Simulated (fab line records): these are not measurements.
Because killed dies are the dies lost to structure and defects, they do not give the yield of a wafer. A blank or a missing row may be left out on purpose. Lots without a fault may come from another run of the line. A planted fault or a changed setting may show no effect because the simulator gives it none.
fab line records	flow n5_finfet
record lots=24	wafers=72	last_day=20
route steps=1938 shown DUMMY_REMOVAL@381 HKMG_FIN@389 GATE_CUT@477
lots with no fault: from the same line, run without faults
start_h: the number of hours between the record's first day and the start of the first shown wafer of the lot	wait_h: hours elapsed since this lot's preceding step	" the same as in the row above	L1.1+2: a row that stands for several wafers	- value missing, or start not given	* or withheld: withheld	< > ~ a bound
route shown NAME@n: NAME is a module with steps in the file, n the number in the route of the first one	usual: mean/standard deviation of fault-free wafers	same: alike in all rows	chamber/n: place in a boat	sites: the reading at each site	_std_site: the values' standard deviation	_edge_site: inner sites' mean taken away from outer sites' mean	radius_mm: how far each site lies from the wafer's centre	mask NAME#n: copy n	behind: tool/chamber where the wafer was last shaped	hold: why the lot was held/for how many hours/how that ended	device: names the non-switching transistor (n, p or np)	end of line: at the end of the route, the tests of the same wafers	for a step that has no rows: nothing shown but its recipe	killed: dies lost to structure and defects at the first sort, not the wafer's yield	map: the dies of a wafer, with x for killed, . for not killed, _ for no die there
set.NAME: the setting as run; set.NAME@STEP: as run at that earlier step	model.NAME: the simulator's own value behind a step, which no gauge read
steps of the route over a sample of lots; a table a step, a row a wafer
services: when a tool's chamber went out of use (start_h, in hours from the record's first day, below 0 if earlier), for how many hours, and the reason
## steps
# step N5_DUMMY_REMOVAL_INSPECT_06
# recipe inspect_instrument=brightfield	mode=aei
# usual raw_defect_count=13/5.6
lot.wafer	tool	chamber	start_h	wait_h	raw_defect_count
L074.2	defect_inspect-01	-	70.40	0.0	10
L074.3	"	-	"	"	17
L074.4	"	-	"	"	14
L075.1	defect_inspect-01	-	78.86	0.0	13
L075.4	"	-	"	"	15
L075.5	"	-	"	"	11
L076.3	defect_inspect-01	-	87.18	0.0	11
L076.4	"	-	"	"	12
L076.5	"	-	"	"	11
L077.3	defect_inspect-01	-	93.91	0.0	14
L077.4	"	-	"	"	23
L077.5	"	-	"	"	12
L078.1	defect_inspect-01	-	94.91	0.0	8
L078.3	"	-	"	"	4
L078.5	"	-	"	"	7
L079.3	defect_inspect-01	-	101.74	0.0	12
L079.4	"	-	"	"	8
L079.6	"	-	"	"	9
L080.2	defect_inspect-01	-	107.29	0.0	13
L080.4	"	-	"	"	12
L080.6	"	-	"	"	15
L081.2	defect_inspect-01	-	116.87	0.0	24
L081.3	"	-	"	"	9
L081.5	"	-	"	"	17
L082.1	defect_inspect-02	-	123.13	0.0	13
L082.4	"	-	"	"	10
L082.6	"	-	"	"	11
L083.1	defect_inspect-02	-	129.54	0.0	11
L083.2	"	-	"	"	28
L083.6	"	-	"	"	27
L084.2	defect_inspect-02	-	132.81	0.0	12
L084.4	"	-	"	"	8
L084.5	"	-	"	"	18
L085.1	defect_inspect-01	-	140.42	0.0	7
L085.3	"	-	"	"	5
L085.6	"	-	"	"	14
L086.2	defect_inspect-02	-	143.57	0.0	27
L086.3	"	-	"	"	15
L086.4	"	-	"	"	12
L087.3	defect_inspect-01	-	150.71	0.0	21
L087.4	"	-	"	"	12
L087.5	"	-	"	"	21
L088.3	defect_inspect-01	-	155.54	0.0	15
L088.5	"	-	"	"	6
L088.6	"	-	"	"	13
L089.1	defect_inspect-02	-	160.10	0.0	23
L089.3	"	-	"	"	8
L089.4	"	-	"	"	23
L090.1	defect_inspect-02	-	166.78	0.0	16
L090.2	"	-	"	"	6
L090.6	"	-	"	"	16
L091.3	defect_inspect-02	-	171.37	0.0	16
L091.4	"	-	"	"	5
L091.5	"	-	"	"	7
L092.1	defect_inspect-02	-	178.62	0.0	9
L092.3	"	-	"	"	12
L092.6	"	-	"	"	11
L093.3	defect_inspect-01	-	184.36	0.0	14
L093.5	"	-	"	"	15
L093.6	"	-	"	"	17
L094.2	defect_inspect-02	-	192.84	0.0	12
L094.3	"	-	"	"	13
L094.6	"	-	"	"	10
L095.1	defect_inspect-02	-	195.46	0.0	8
L095.2	"	-	"	"	14
L095.3	"	-	"	"	9
L096.1	defect_inspect-01	-	201.79	0.0	9
L096.2	"	-	"	"	9
L096.4	"	-	"	"	17
L097.3	defect_inspect-01	-	206.99	0.0	11
L097.5	"	-	"	"	20
L097.6	"	-	"	"	9
# step N5_HKMG_FIN_ALD_75
# recipe material=Al2O3	target_thk_a=10	temp_c=150	ald_precursor_family=TMA	ald_co_reactant=H2O	pulse_time_s=withheld	co_reactant_pulse_time_s=1
# usual heater_power_outer_w=81/6.8	heater_power_w=154/11	precursor_pulse_height_rel=0.999/0.021
lot.wafer	tool	chamber	start_h	wait_h	heater_power_outer_w	heater_power_w	precursor_pulse_height_rel
L074.2	ald_hk-03	3	71.41	0.0	68	136	1.008
L074.3	"	1	"	"	92	173	1.014
L074.4	"	2	"	"	89	168	1.004
L075.1	ald_hk-03	1	79.94	0.0	92	170	0.994
L075.4	"	3	"	"	68	137	0.985
L075.5	"	1	"	"	92	168	0.995
L076.3	ald_hk-01	1	88.14	0.0	87	159	1.025
L076.4	"	2	"	"	77	146	0.968
L076.5	"	2	"	"	76	146	0.991
L077.3	ald_hk-02	3	94.87	0.0	84	157	0.974
L077.4	"	0	"	"	78	142	0.972
L077.5	"	1	"	"	73	150	1.042
L078.1	ald_hk-03	2	95.93	0.0	88	172	1.032
L078.3	"	0	"	"	88	162	1.038
L078.5	"	3	"	"	68	132	0.981
L079.3	ald_hk-02	3	102.75	0.0	85	154	1.018
L079.4	"	1	"	"	73	150	1.023
L079.6	"	2	"	"	77	156	0.989
L080.2	ald_hk-03	2	108.13	0.0	88	170	0.989
L080.4	"	1	"	"	92	168	0.995
L080.6	"	0	"	"	86	163	0.974
L081.2	ald_hk-01	2	117.82	0.0	78	145	0.981
L081.3	"	1	"	"	88	159	1.038
L081.5	"	2	"	"	77	142	0.988
L082.1	ald_hk-02	0	124.23	0.1	77	146	1.021
L082.4	"	3	"	"	86	152	1.001
L082.6	"	2	"	"	78	159	0.990
L083.1	ald_hk-02	3	130.75	0.1	84	156	0.996
L083.2	"	0	"	"	76	146	0.991
L083.6	"	0	"	"	77	143	1.004
L084.2	ald_hk-02	3	133.68	0.0	84	155	0.974
L084.4	"	2	"	"	77	154	0.995
L084.5	"	2	"	"	79	154	1.026
L085.1	ald_hk-02	2	141.27	0.0	78	161	1.016
L085.3	"	3	"	"	85	152	0.981
L085.6	"	0	"	"	77	145	0.984
L086.2	ald_hk-02	3	144.45	0.0	87	153	0.973
L086.3	"	2	"	"	77	152	1.032
L086.4	"	1	"	"	74	152	1.037
L087.3	ald_hk-01	1	151.72	0.0	91	157	0.961
L087.4	"	0	"	"	76	144	0.988
L087.5	"	1	"	"	89	161	1.017
L088.3	ald_hk-02	2	156.39	0.0	78	152	0.985
L088.5	"	3	"	"	85	152	1.009
L088.6	"	0	"	"	78	145	1.011
L089.1	ald_hk-03	2	160.94	0.0	88	170	1.000
L089.3	"	0	"	"	89	160	0.983
L089.4	"	1	"	"	92	175	1.007
L090.1	ald_hk-02	3	167.61	0.0	87	153	0.978
L090.2	"	1	"	"	73	148	1.028
L090.6	"	1	"	"	75	152	1.035
L091.3	ald_hk-03	3	172.43	0.0	71	139	0.996
L091.4	"	1	"	"	92	169	0.993
L091.5	"	2	"	"	87	163	1.007
L092.1	ald_hk-03	1	179.46	0.0	91	173	0.946
L092.3	"	0	"	"	85	159	0.982
L092.6	"	3	"	"	69	138	0.995
L093.3	ald_hk-01	3	185.19	0.0	84	167	1.007
L093.5	"	1	"	"	90	160	1.008
L093.6	"	0	"	"	77	147	1.026
L094.2	ald_hk-01	1	193.72	0.0	91	163	0.990
L094.3	"	0	"	"	77	145	1.023
L094.6	"	3	"	"	86	174	1.022
L095.1	ald_hk-01	0	196.36	0.0	79	141	0.999
L095.2	"	2	"	"	77	144	0.960
L095.3	"	3	"	"	86	171	0.972
L096.1	ald_hk-01	0	202.62	0.0	77	140	1.003
L096.2	"	3	"	"	86	166	0.973
L096.4	"	2	"	"	78	141	1.020
L097.3	ald_hk-01	1	207.83	0.0	91	160	1.015
L097.5	"	2	"	"	77	144	0.977
L097.6	"	1	"	"	88	163	0.963
# step N5_HKMG_FIN_ALD_21
# recipe material=TiN	target_thk_a=15	temp_c=400	ald_precursor_family=TiCl4	ald_co_reactant=NH3	pulse_time_s=1	purge_time_s=3	co_reactant_purge_time_s=2	co_reactant_pulse_time_s=2	ald_cycles=68	pressure_torr=3
# usual heater_power_outer_w=530/56	heater_power_w=871/88	precursor_pulse_height_rel=1.001/0.019
# same ald_cycles=68
lot.wafer	tool	chamber	start_h	wait_h	heater_power_outer_w	heater_power_w	precursor_pulse_height_rel
L074.2	ald_metal-01	0	78.76	0.3	527	858	0.979
L074.3	"	3	"	"	589	952	0.977
L074.4	"	2	"	"	440	762	1.004
L075.1	ald_metal-02	0	87.89	0.3	641	1057	1.024
L075.4	"	2	"	"	536	850	1.018
L075.5	"	0	"	"	640	1060	0.982
L076.3	ald_metal-02	2	95.33	0.1	533	852	0.988
L076.4	"	3	"	"	567	893	0.970
L076.5	"	2	"	"	536	832	1.010
L077.3	ald_metal-02	2	102.49	0.1	529	849	1.026
L077.4	"	0	"	"	644	1054	1.003
L077.5	"	0	"	"	643	1046	1.039
L078.1	ald_metal-04	1	103.20	0.3	490	822	0.971
L078.3	"	2	"	"	462	800	0.990
L078.5	"	0	"	"	624	994	1.014
L079.3	ald_metal-04	3	110.23	0.1	528	905	0.980
L079.4	"	0	"	"	600	1038	1.004
L079.6	"	0	"	"	614	1005	1.014
L080.2	ald_metal-01	1	115.81	0.3	475	805	1.022
L080.4	"	0	"	"	544	859	1.001
L080.6	"	1	"	"	481	760	1.000
L081.2	ald_metal-04	1	124.89	0.3	473	792	1.027
L081.3	"	2	"	"	463	789	1.034
L081.5	"	2	"	"	471	793	0.991
L082.1	ald_metal-02	1	131.38	0.3	505	822	0.959
L082.4	"	0	"	"	638	1048	0.995
L082.6	"	2	"	"	536	823	0.981
L083.1	ald_metal-04	1	138.10	0.3	490	835	0.984
L083.2	"	0	"	"	606	1009	0.999
L083.6	"	3	"	"	539	900	1.000
L084.2	ald_metal-01	3	140.78	0.3	575	978	1.014
L084.4	"	0	"	"	544	839	1.018
L084.5	"	1	"	"	475	757	1.021
L085.1	ald_metal-02	3	148.65	0.3	552	895	1.000
L085.3	"	0	"	"	629	1040	1.003
L085.6	"	2	"	"	529	841	1.002
L086.2	ald_metal-04	3	151.55	0.3	523	889	0.973
L086.3	"	1	"	"	483	811	1.026
L086.4	"	0	"	"	608	1004	1.008
L087.3	ald_metal-04	3	159.62	0.1	524	887	1.007
L087.4	"	1	"	"	475	805	0.955
L087.5	"	1	"	"	483	834	1.015
L088.3	ald_metal-01	1	163.74	0.1	467	758	0.972
L088.5	"	1	"	"	474	753	0.991
L088.6	"	2	"	"	446	760	1.030
L089.1	ald_metal-01	2	168.12	0.3	429	755	0.999
L089.3	"	3	"	"	597	967	0.995
L089.4	"	1	"	"	467	774	1.001
L090.1	ald_metal-04	0	174.82	0.3	608	1021	1.008
L090.2	"	1	"	"	468	800	1.006
L090.6	"	1	"	"	486	830	0.989
L091.3	ald_metal-01	1	179.54	0.1	479	769	1.005
L091.4	"	3	"	"	588	973	0.993
L091.5	"	3	"	"	591	978	1.008
L092.1	ald_metal-02	1	186.69	0.3	516	816	0.998
L092.3	"	3	"	"	555	909	1.006
L092.6	"	3	"	"	560	918	0.998
L093.3	ald_metal-02	1	192.34	0.1	514	803	0.980
L093.5	"	1	"	"	516	805	0.986
L093.6	"	2	"	"	539	852	0.999
L094.2	ald_metal-04	3	200.87	0.3	526	902	0.993
L094.3	"	1	"	"	477	827	1.057
L094.6	"	3	"	"	529	876	0.998
L095.1	ald_metal-04	0	203.58	0.3	618	999	0.966
L095.2	"	2	"	"	469	809	0.973
L095.3	"	1	"	"	479	805	0.982
L096.1	ald_metal-01	1	209.63	0.3	468	775	0.983
L096.2	"	3	"	"	585	979	0.973
L096.4	"	2	"	"	440	774	1.023
L097.3	ald_metal-04	2	214.81	0.1	465	805	1.002
L097.5	"	0	"	"	597	986	0.986
L097.6	"	1	"	"	488	813	0.957
# step N5_GATE_CUT_HM_DEP_46
# recipe material=SiO2	target_thk_a=1300	temp_c=400	precursor=TEOS/O2	pressure_torr=6.5	rf_w=900	teos_flow_sccm=161.4	gas=O2	flow_sccm=2650	time_s=26.6
# usual heater_power_outer_w=321/59	heater_power_w=584/88	showerhead_plenum_p_Torr=8.34/0.044	throttle_valve_pct=18.5/1
lot.wafer	tool	chamber	start_h	wait_h	heater_power_outer_w	heater_power_w	showerhead_plenum_p_Torr	throttle_valve_pct
L074.2	pecvd-02	0	83.26	0.0	393	617	8.34	19.6
L074.3	"	2	"	"	387	766	8.23	18.8
L074.4	"	0	"	"	389	632	8.39	19.4
L075.1	pecvd-03	1	92.68	0.0	249	529	8.35	17.9
L075.4	"	1	"	"	257	525	8.32	17.8
L075.5	"	2	"	"	259	494	8.36	16.1
L076.3	pecvd-02	2	100.16	0.0	327	676	8.26	18.6
L076.4	"	1	"	"	346	611	8.39	18.5
L076.5	"	0	"	"	421	674	8.39	19.4
L077.3	pecvd-03	0	107.12	0.0	256	477	8.33	19.8
L077.4	"	0	"	"	263	483	8.38	19.8
L077.5	"	1	"	"	277	551	8.32	18.2
L078.1	pecvd-02	2	108.64	0.0	349	722	8.25	18.6
L078.3	"	1	"	"	316	565	8.38	18.6
L078.5	"	1	"	"	321	569	8.40	18.6
L079.3	pecvd-02	1	114.74	0.0	349	611	8.38	18.8
L079.4	"	0	"	"	438	708	8.38	19.3
L079.6	"	2	"	"	361	734	8.24	18.7
L080.2	pecvd-03	0	120.48	0.0	316	538	8.32	19.8
L080.4	"	2	"	"	293	547	8.38	16.1
L080.6	"	0	"	"	316	555	8.33	19.8
L081.2	pecvd-03	1	129.78	0.0	321	614	8.29	17.8
L081.3	"	0	"	"	294	521	8.36	19.8
L081.5	"	2	"	"	286	550	8.34	16.5
L082.1	pecvd-02	2	135.88	0.0	300	652	8.26	18.8
L082.4	"	0	"	"	388	628	8.38	19.4
L082.6	"	2	"	"	309	653	8.25	18.9
L083.1	pecvd-02	2	142.95	0.0	283	634	8.26	18.9
L083.2	"	0	"	"	370	601	8.39	19.1
L083.6	"	2	"	"	294	629	8.24	18.9
L084.2	pecvd-02	2	145.36	0.0	369	725	8.26	18.7
L084.4	"	0	"	"	451	700	8.38	19.4
L084.5	"	1	"	"	342	595	8.39	18.6
L085.1	pecvd-03	1	153.75	0.0	289	569	8.33	18.1
L085.3	"	2	"	"	350	614	8.35	16.7
L085.6	"	2	"	"	240	472	8.36	16.3
L086.2	pecvd-03	2	156.14	0.0	282	519	8.35	16.3
L086.3	"	1	"	"	321	616	8.32	18.1
L086.4	"	2	"	"	293	546	8.37	16.7
L087.3	pecvd-02	1	164.14	0.0	337	613	8.39	18.5
L087.4	"	2	"	"	349	711	8.27	18.7
L087.5	"	1	"	"	347	602	8.40	18.5
L088.3	pecvd-02	2	169.25	0.0	381	751	8.25	19.0
L088.5	"	0	"	"	462	723	8.37	19.4
L088.6	"	2	"	"	258	590	8.26	18.9
L089.1	pecvd-04	0	172.72	0.0	200	356	8.37	19.4
L089.3	"	1	"	"	233	469	8.35	17.7
L089.4	"	0	"	"	211	369	8.35	19.4
L090.1	pecvd-04	1	179.35	0.0	339	611	8.38	17.9
L090.2	"	0	"	"	224	405	8.35	19.4
L090.6	"	1	"	"	340	625	8.38	17.5
L091.3	pecvd-04	0	184.88	0.1	254	436	8.36	19.4
L091.4	"	1	"	"	320	578	8.35	18.0
L091.5	"	0	"	"	250	421	8.35	19.6
L092.1	pecvd-03	0	191.33	0.0	321	559	8.34	19.9
L092.3	"	1	"	"	288	581	8.30	18.0
L092.6	"	0	"	"	327	550	8.34	19.6
L093.3	pecvd-04	1	196.86	0.0	309	553	8.35	17.9
L093.5	"	1	"	"	305	574	8.37	18.0
L093.6	"	2	"	"	320	580	8.33	17.6
L094.2	pecvd-03	1	205.45	0.0	276	562	8.33	18.0
L094.3	"	0	"	"	300	510	8.35	19.9
L094.6	"	1	"	"	284	571	8.31	18.1
L095.1	pecvd-03	0	208.07	0.0	326	542	8.34	20.0
L095.2	"	2	"	"	350	617	8.38	16.8
L095.3	"	1	"	"	302	599	8.31	18.2
L096.1	pecvd-03	1	214.12	0.0	215	473	8.33	18.0
L096.2	"	2	"	"	304	569	8.36	16.7
L096.4	"	2	"	"	307	562	8.34	16.8
L097.3	pecvd-02	0	219.30	0.0	449	719	8.38	19.3
L097.5	"	0	"	"	462	724	8.39	19.4
L097.6	"	2	"	"	376	753	8.25	18.9
# step N5_GATE_CUT_CD_MEAS_13
# recipe target_cd_nm=20	landing_energy_ev=500	detector=se_inlens
# usual cd_nm=20.01/0.26
lot.wafer	tool	chamber	start_h	wait_h	cd_nm
L074.2	cd_sem-01	0	83.72	-	20.00
L074.3	"	0	"	"	19.42
L074.4	"	0	"	"	19.64
L075.1	cd_sem-02	0	93.02	-	19.59
L075.4	"	0	"	"	19.44
L075.5	"	0	"	"	19.83
L076.3	cd_sem-01	0	100.64	-	20.09
L076.4	"	0	"	"	19.79
L076.5	"	0	"	"	19.74
L077.3	cd_sem-03	0	107.59	-	20.17
L077.4	"	0	"	"	19.95
L077.5	"	0	"	"	20.18
L078.1	cd_sem-03	0	108.98	-	20.27
L078.3	"	0	"	"	20.13
L078.5	"	0	"	"	20.35
L079.3	cd_sem-01	0	115.08	-	19.85
L079.4	"	0	"	"	20.42
L079.6	"	0	"	"	19.95
L080.2	cd_sem-02	0	120.82	-	19.45
L080.4	"	0	"	"	19.99
L080.6	"	0	"	"	19.80
L081.2	cd_sem-01	0	130.12	-	19.84
L081.3	"	0	"	"	19.62
L081.5	"	0	"	"	19.97
L082.1	cd_sem-03	0	136.34	-	20.27
L082.4	"	0	"	"	20.08
L082.6	"	0	"	"	20.56
L083.1	cd_sem-02	0	143.42	-	20.19
L083.2	"	0	"	"	20.39
L083.6	"	0	"	"	20.41
L084.2	cd_sem-02	0	145.82	-	20.23
L084.4	"	0	"	"	19.87
L084.5	"	0	"	"	20.10
L085.1	cd_sem-03	0	154.09	-	20.01
L085.3	"	0	"	"	19.30
L085.6	"	0	"	"	19.94
L086.2	cd_sem-01	0	156.60	-	19.58
L086.3	"	0	"	"	20.17
L086.4	"	0	"	"	20.36
L087.3	cd_sem-03	0	164.60	-	19.79
L087.4	"	0	"	"	19.92
L087.5	"	0	"	"	19.97
L088.3	cd_sem-01	0	169.59	-	19.88
L088.5	"	0	"	"	20.16
L088.6	"	0	"	"	20.08
L089.1	cd_sem-02	0	173.07	-	20.27
L089.3	"	0	"	"	20.26
L089.4	"	0	"	"	20.43
L090.1	cd_sem-03	0	179.70	-	20.39
L090.2	"	0	"	"	19.76
L090.6	"	0	"	"	20.09
L091.3	cd_sem-02	0	185.34	-	20.20
L091.4	"	0	"	"	19.70
L091.5	"	0	"	"	19.84
L092.1	cd_sem-03	0	191.66	-	20.38
L092.3	"	0	"	"	19.86
L092.6	"	0	"	"	20.22
L093.3	cd_sem-01	0	197.20	-	19.93
L093.5	"	0	"	"	19.91
L093.6	"	0	"	"	20.41
L094.2	cd_sem-02	0	205.78	-	20.11
L094.3	"	0	"	"	20.28
L094.6	"	0	"	"	19.86
L095.1	cd_sem-01	0	208.53	-	19.88
L095.2	"	0	"	"	20.22
L095.3	"	0	"	"	20.05
L096.1	cd_sem-02	0	214.45	-	20.05
L096.2	"	0	"	"	19.52
L096.4	"	0	"	"	19.81
L097.3	cd_sem-03	0	219.76	-	20.10
L097.5	"	0	"	"	20.12
L097.6	"	0	"	"	20.16
# step N5_GATE_CUT_INSPECT_15
# recipe mode=adi	inspect_instrument=brightfield
# usual raw_defect_count=125/35
lot.wafer	tool	chamber	start_h	wait_h	raw_defect_count
L074.2	defect_inspect-01	-	83.81	0.0	91
L074.3	"	-	"	"	99
L074.4	"	-	"	"	114
L075.1	defect_inspect-01	-	93.11	0.1	114
L075.4	"	-	"	"	121
L075.5	"	-	"	"	88
L076.3	defect_inspect-01	-	100.73	0.0	124
L076.4	"	-	"	"	104
L076.5	"	-	"	"	105
L077.3	defect_inspect-01	-	107.68	0.0	121
L077.4	"	-	"	"	114
L077.5	"	-	"	"	81
L078.1	defect_inspect-01	-	109.07	0.1	128
L078.3	"	-	"	"	129
L078.5	"	-	"	"	190
L079.3	defect_inspect-02	-	115.17	0.0	97
L079.4	"	-	"	"	114
L079.6	"	-	"	"	104
L080.2	defect_inspect-02	-	120.91	0.0	94
L080.4	"	-	"	"	112
L080.6	"	-	"	"	91
L081.2	defect_inspect-01	-	130.21	0.0	134
L081.3	"	-	"	"	136
L081.5	"	-	"	"	142
L082.1	defect_inspect-01	-	136.43	0.1	133
L082.4	"	-	"	"	165
L082.6	"	-	"	"	113
L083.1	defect_inspect-01	-	143.50	0.1	98
L083.2	"	-	"	"	129
L083.6	"	-	"	"	82
L084.2	defect_inspect-01	-	145.91	0.0	124
L084.4	"	-	"	"	109
L084.5	"	-	"	"	126
L085.1	defect_inspect-02	-	154.17	0.1	171
L085.3	"	-	"	"	157
L085.6	"	-	"	"	192
L086.2	defect_inspect-02	-	156.69	0.0	112
L086.3	"	-	"	"	135
L086.4	"	-	"	"	100
L087.3	defect_inspect-01	-	164.69	0.0	136
L087.4	"	-	"	"	199
L087.5	"	-	"	"	163
L088.3	defect_inspect-02	-	169.68	0.0	191
L088.5	"	-	"	"	141
L088.6	"	-	"	"	133
L089.1	defect_inspect-02	-	173.16	0.1	77
L089.3	"	-	"	"	119
L089.4	"	-	"	"	108
L090.1	defect_inspect-02	-	179.79	0.1	141
L090.2	"	-	"	"	91
L090.6	"	-	"	"	65
L091.3	defect_inspect-01	-	185.43	0.0	186
L091.4	"	-	"	"	208
L091.5	"	-	"	"	121
L092.1	defect_inspect-02	-	191.75	0.1	135
L092.3	"	-	"	"	133
L092.6	"	-	"	"	188
L093.3	defect_inspect-02	-	197.29	0.0	130
L093.5	"	-	"	"	103
L093.6	"	-	"	"	108
L094.2	defect_inspect-01	-	205.87	0.0	92
L094.3	"	-	"	"	93
L094.6	"	-	"	"	171
L095.1	defect_inspect-01	-	208.62	0.1	105
L095.2	"	-	"	"	64
L095.3	"	-	"	"	65
L096.1	defect_inspect-01	-	214.54	0.1	104
L096.2	"	-	"	"	108
L096.4	"	-	"	"	80
L097.3	defect_inspect-01	-	219.85	0.0	77
L097.5	"	-	"	"	187
L097.6	"	-	"	"	83
## services
tool	chamber	start_h	hours	kind
pecvd-04	2	47.96	119.5	repair
pecvd-03	-	71.20	0.8	repair
pecvd-02	0	79.41	2.1	scheduled_down
pecvd-02	2	89.24	5.5	scheduled_down
pecvd-03	2	95.33	5.5	scheduled_down
pecvd-04	0	100.95	2.1	scheduled_down
ald_metal-01	2	109.38	21.7	repair
ald_metal-02	0	120.58	4.2	repair
pecvd-03	-	123.29	0.9	repair
ald_metal-01	-	139.11	0.6	repair
pecvd-04	1	148.95	6.2	repair
pecvd-03	-	162.54	6.0	pm
pecvd-04	2	167.48	-	clean
pecvd-04	2	167.48	-	consumable_replace:showerhead
pecvd-04	2	167.48	29.0	scheduled_down
pecvd-04	2	167.48	29.0	vent_cycle
pecvd-03	-	171.17	5.5	pm
ald_hk-02	-	187.11	31.2	repair
pecvd-03	-	208.14	1.6	repair
ald_metal-02	3	215.35	28.4	repair
## key
fault none
